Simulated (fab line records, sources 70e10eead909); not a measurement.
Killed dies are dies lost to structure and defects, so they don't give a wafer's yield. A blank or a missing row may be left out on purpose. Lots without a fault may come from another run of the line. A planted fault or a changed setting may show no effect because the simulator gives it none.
Which tool did it? | flow nand_harc | 11 lots, 33 wafers sampled, at 6 steps of a route of 1159

WHAT THE GAUGES READ, wafer by wafer
NHARC_P_ZERO_WELL_CD_MEAS_24: target cd 720 nm. Usual: cd_nm 718.7 nm, standard deviation 2.3.
lot  | measured    | on        | cd_nm (nm)        | flag
L306 | day 1 14:35 | cd_sem-01 | 720.0 720.6 719.1 |
L309 | day 2 08:27 | cd_sem-01 | 717.6 719.6 721.3 |
L311 | day 2 20:35 | cd_sem-02 | 717.1 719.1 718.6 |
L312 | day 3 02:29 | cd_sem-03 | 720.5 723.9 717.1 |
L313 | day 3 08:35 | cd_sem-03 | 720.2 721.2 721.3 |
L314 | day 3 14:28 | cd_sem-01 | 719.0 721.2 719.0 |
L316 | day 4 02:38 | cd_sem-01 | 715.9 719.4 715.8 |
L317 | day 4 08:28 | cd_sem-02 | 720.1 719.1 718.7 |
L319 | day 4 20:32 | cd_sem-01 | 720.7 719.3 716.9 |
L322 | day 5 14:35 | cd_sem-02 | 720.5 718.5 719.4 |
L329 | day 7 08:20 | cd_sem-01 | 720.5 723.0 718.0 |

NHARC_P_STI_CD_MEAS_09: target cd 200 nm. Usual: cd_nm 200 nm, standard deviation 4.
lot  | measured    | on        | cd_nm (nm)  | flag
L306 | day 2 07:23 | cd_sem-02 | 196 198 198 |
L309 | day 3 04:41 | cd_sem-03 | 201 207 198 |
L311 | day 3 14:05 | cd_sem-02 | 208 209 205 |
L312 | day 3 22:50 | cd_sem-01 | 199 198 201 |
L313 | day 4 04:58 | cd_sem-03 | 203 208 200 |
L314 | day 4 11:27 | cd_sem-02 | 202 204 202 |
L316 | day 4 19:41 | cd_sem-03 | 196 199 196 |
L317 | day 5 05:34 | cd_sem-02 | 194 197 198 |
L319 | day 5 16:48 | cd_sem-02 | 196 196 198 |
L322 | day 6 11:08 | cd_sem-03 | 230 231 229 | OFF
L329 | day 8 04:35 | cd_sem-03 | 200 198 200 |

NHARC_P_STI_OCD_MEAS_17. Usual: trench_depth_nm 300 nm, standard deviation 5.1; trench_foot_cd_nm 158 nm, standard deviation 4.
lot  | measured    | on     | trench_depth_nm (nm) | trench_foot_cd_nm (nm) | flag
L306 | day 2 08:11 | ocd-02 | 307 299 301          | 152 156 155            |
L309 | day 3 05:29 | ocd-01 | 296 303 303          | 161 164 156            |
L311 | day 3 14:53 | ocd-01 | 304 292 296          | 166 169 164            |
L312 | day 3 23:37 | ocd-02 | 300 304 304          | 157 156 158            |
L313 | day 4 05:45 | ocd-01 | 294 298 292          | 161 166 160            |
L314 | day 4 12:19 | ocd-01 | 297 296 299          | 160 162 160            |
L316 | day 4 20:28 | ocd-02 | 300 294 295          | 154 159 154            |
L317 | day 5 06:21 | ocd-01 | 293 295 295          | 154 156 157            |
L319 | day 5 17:35 | ocd-02 | 298 306 302          | 155 154 155            |
L322 | day 6 11:56 | ocd-01 | 299 306 299          | 188 188 187            | OFF
L329 | day 8 05:23 | ocd-02 | 306 301 301          | 157 156 158            |

WHICH TOOL RAN EACH LOT (tool, then ch and the chambers of the sampled wafers, then the start)
lot  | NHARC_P_ZERO_WELL_DESCUM_26       | NHARC_P_ZERO_WELL_DESCUM_39       | NHARC_P_STI_EXPOSE_06
L306 | rie_diel-05 ch 1,2,3, day 1 14:45 | rie_diel-13 ch 0,2, day 1 16:24   | krf_scanner-02 ch 0, day 2 07:14
L309 | rie_diel-04 ch 2,3, day 2 08:37   | rie_diel-05 ch 0,2, day 2 10:15   | krf_scanner-01 ch 0, day 3 04:32
L311 | rie_diel-13 ch 0,1, day 2 20:45   | rie_diel-04 ch 0,2,3, day 2 22:25 | krf_scanner-02 ch 0, day 3 13:56
L312 | rie_diel-04 ch 1,2,3, day 3 02:40 | rie_diel-04 ch 0,3, day 3 04:17   | krf_scanner-02 ch 0, day 3 22:41
L313 | rie_diel-13 ch 0,2,3, day 3 08:46 | rie_diel-04 ch 2,3, day 3 10:23   | krf_scanner-01 ch 0, day 4 04:49
L314 | rie_diel-05 ch 1,2,3, day 3 14:39 | rie_diel-04 ch 2,3, day 3 16:17   | krf_scanner-01 ch 0, day 4 11:17
L316 | rie_diel-13 ch 1,2,3, day 4 02:48 | rie_diel-05 ch 0,1, day 4 04:25   | krf_scanner-01 ch 0, day 4 19:32
L317 | rie_diel-04 ch 0,2,3, day 4 08:37 | rie_diel-13 ch 1,2,3, day 4 10:11 | krf_scanner-01 ch 0, day 5 05:25
L319 | rie_diel-13 ch 0,2,3, day 4 20:43 | rie_diel-04 ch 1,2,3, day 4 22:20 | krf_scanner-02 ch 0, day 5 16:39
L322 | rie_diel-13 ch 0,3, day 5 14:45   | rie_diel-13 ch 0,1,3, day 5 16:25 | krf_scanner-01 ch 0, day 6 10:59
L329 | rie_diel-04 ch 0,1,3, day 7 08:32 | rie_diel-04 ch 1,2,3, day 7 10:10 | krf_scanner-02 ch 0, day 8 04:26
- NHARC_P_ZERO_WELL_DESCUM_26: chemistry O2, time 3 s.
- NHARC_P_ZERO_WELL_DESCUM_39: chemistry O2, time 3 s.
- NHARC_P_STI_EXPOSE_06: exposes mask P STI, target cd 200 nm.

WHAT THE TOOLS THEMSELVES READ (means of the sampled wafers that have a number; where no wafer has one, the mark that the record gives instead)
NHARC_P_ZERO_WELL_DESCUM_26. Usual: drypump_motor_current_A 5.9 A, standard deviation 0.38; oes_product_au 1.003 a.u., standard deviation 0.014; rf_vpp_V 57.8 V, standard deviation 0.88; showerhead_plenum_p_Torr 1.91 Torr, standard deviation 0.089; throttle_valve_pct 11.310 %, standard deviation 0.011.
lot  | tool        | drypump_motor_current_A (A) | oes_product_au (a.u.) | rf_vpp_V (V) | showerhead_plenum_p_Torr (Torr) | throttle_valve_pct (%) | flag
L306 | rie_diel-05 | 5.8                         | 1.011                 | 58.1         | 1.88                            | 11.317                 |
L309 | rie_diel-04 | 5.8                         | 0.992                 | 58.2         | 1.90                            | 11.319                 |
L311 | rie_diel-13 | 5.8                         | 1.002                 | 58.4         | 1.93                            | 11.311                 |
L312 | rie_diel-04 | 5.7                         | 0.994                 | 58.2         | 1.98                            | 11.310                 |
L313 | rie_diel-13 | 6.0                         | 1.019                 | 58.1         | 1.84                            | 11.316                 |
L314 | rie_diel-05 | 5.8                         | 1.002                 | 58.0         | 1.88                            | 11.321                 |
L316 | rie_diel-13 | 5.9                         | 1.002                 | 58.1         | 1.91                            | 11.306                 |
L317 | rie_diel-04 | 5.8                         | 0.998                 | 57.5         | 1.95                            | 11.300                 |
L319 | rie_diel-13 | 6.0                         | 1.014                 | 58.7         | 1.84                            | 11.319                 |
L322 | rie_diel-13 | 5.9                         | 1.008                 | 57.5         | 1.85                            | 11.324                 |
L329 | rie_diel-04 | 5.7                         | 1.014                 | 59.4         | 2.02                            | 11.316                 |

NHARC_P_ZERO_WELL_DESCUM_39. Usual: drypump_motor_current_A 5.9 A, standard deviation 0.34; oes_product_au 1.004 a.u., standard deviation 0.015; rf_vpp_V 57.8 V, standard deviation 0.98; showerhead_plenum_p_Torr 1.93 Torr, standard deviation 0.094; throttle_valve_pct 11.310 %, standard deviation 0.0091.
lot  | tool        | drypump_motor_current_A (A) | oes_product_au (a.u.) | rf_vpp_V (V) | showerhead_plenum_p_Torr (Torr) | throttle_valve_pct (%) | flag
L306 | rie_diel-13 | 6.0                         | 1.025                 | 56.4         | 1.79                            | 11.319                 |
L309 | rie_diel-05 | 6.1                         | 1.005                 | 57.9         | 1.90                            | 11.306                 |
L311 | rie_diel-04 | 5.8                         | 0.992                 | 57.1         | 1.95                            | 11.302                 |
L312 | rie_diel-04 | 5.6                         | 0.999                 | 57.7         | 2.01                            | 11.324                 |
L313 | rie_diel-04 | 5.8                         | 1.004                 | 58.1         | 1.90                            | 11.320                 |
L314 | rie_diel-04 | 5.5                         | 1.000                 | 58.2         | 1.96                            | 11.314                 |
L316 | rie_diel-05 | 6.6                         | 0.993                 | 57.7         | 1.91                            | 11.306                 |
L317 | rie_diel-13 | 5.9                         | 1.013                 | 58.2         | 1.91                            | 11.309                 |
L319 | rie_diel-04 | 5.7                         | 0.990                 | 57.7         | 1.97                            | 11.316                 |
L322 | rie_diel-13 | 5.9                         | 0.994                 | 57.9         | 1.91                            | 11.309                 |
L329 | rie_diel-04 | 5.7                         | 1.008                 | 57.7         | 1.97                            | 11.316                 |

NHARC_P_STI_EXPOSE_06. Usual: focus_offset_nm 0.0 nm, standard deviation 0.51; stage_vel_mm_s 499.97 mm/s, standard deviation 0.24.
lot  | tool           | focus_offset_nm (nm) | stage_vel_mm_s (mm/s) | flag
L306 | krf_scanner-02 | -0.8                 | 499.79                |
L309 | krf_scanner-01 | -0.3                 | 499.80                |
L311 | krf_scanner-02 | 0.1                  | 500.34                |
L312 | krf_scanner-02 | -0.3                 | 500.04                |
L313 | krf_scanner-01 | -0.3                 | 499.91                |
L314 | krf_scanner-01 | 0.3                  | 499.94                |
L316 | krf_scanner-01 | 0.1                  | 500.08                |
L317 | krf_scanner-01 | 0.5                  | 499.98                |
L319 | krf_scanner-02 | -0.2                 | 500.04                |
L322 | krf_scanner-01 | 0.1                  | 500.21                |
L329 | krf_scanner-02 | -0.6                 | 499.88                |

THE ANSWER, worked out from the rows above alone
Rule: a lot is off if the mean of its wafers that have a number lies more than 3 standard deviations from the usual mean. A lot without any number at a reading at which 4 lots or more have one is off too. The other lots that the step has rows for count as sound. The gauges are gone through in route order, then the tools' own readings, and for those a lot's mean is taken as printed above. The first step at which some lot is off is used, and at that step the reading that is off furthest; a lot without a number counts as furthest.
Off: L322, at NHARC_P_STI_CD_MEAS_09 (cd_nm).
A tool fits if, at a process step before that reading, it ran every lot that is off, and no sound lot after the first of them. The gauges at NHARC_P_STI_CD_MEAS_09 aren't tried: what is off there is off at NHARC_P_STI_OCD_MEAS_17 too, on other tools, and a gauge's error can't cause that. Can't be told from this: 2 tools fit, rie_diel-13 at NHARC_P_ZERO_WELL_DESCUM_26 and NHARC_P_ZERO_WELL_DESCUM_39, krf_scanner-01 at NHARC_P_STI_EXPOSE_06.

WHAT THE SIMULATOR HAD PUT IN
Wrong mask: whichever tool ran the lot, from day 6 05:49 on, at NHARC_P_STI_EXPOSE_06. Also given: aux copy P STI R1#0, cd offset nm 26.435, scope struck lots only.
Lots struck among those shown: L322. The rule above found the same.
